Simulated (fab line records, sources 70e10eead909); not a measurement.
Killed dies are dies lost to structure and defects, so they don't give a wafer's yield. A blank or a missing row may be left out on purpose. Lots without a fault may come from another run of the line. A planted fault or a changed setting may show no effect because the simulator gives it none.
Chamber matching | flow nand_harc | NHARC_A_STAIRCASE_ETCH_169 on rie_diel-11: 4 sister chambers
The step etches the open film in CH3F/O2, target depth 50 nm, time 107.1 s. 4 wafers are shown with their chamber, then 10 later ones without.

WAFERS WITH THEIR CHAMBER
wafer  | chamber | showerhead_plenum_p_Torr (Torr)
L079.6 | 2       | 2.31
L085.1 | 0       | 2.64
L087.1 | 3       | 2.51
L087.2 | 1       | 2.54

WAFERS WITHOUT THEIR CHAMBER
wafer  | showerhead_plenum_p_Torr (Torr)
L087.6 | 2.54
L089.2 | 2.64
L089.4 | 2.54
L089.5 | 2.50
L095.2 | 2.50
L095.4 | 2.64
L095.5 | 2.50
L094.1 | 2.64
L094.3 | 2.53
L094.6 | 2.30

WHICH CHAMBER EACH WENT THROUGH
wafer  | from the rows above     | in truth
L087.6 | 1                       | 1
L089.2 | 0                       | 0
L089.4 | 1                       | 1
L089.5 | 3                       | 3
L095.2 | 3                       | 3
L095.4 | 0                       | 0
L095.5 | 3                       | 3
L094.1 | 0                       | 0
L094.3 | can't be placed: 1 or 3 | 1
L094.6 | 2                       | 2
Placed correctly: 9 of 10. Can't be placed from these rows: 1 (the true chamber is among the candidates in 1). Placed wrongly: 0.
How it was worked out, from the rows above alone: a wafer's distance from a chamber is the root of the sum, over the readings, of the square of ((its reading less the chamber's mean) divided by the reading's scatter). The wafer belongs to the nearest chamber; if the next one is less than 2 further off, it can't be placed. A chamber's mean is the mean of its shown wafers. The scatter: with one shown wafer a chamber, the root of the mean of the squares of how far each hidden wafer lies from its nearest shown one.
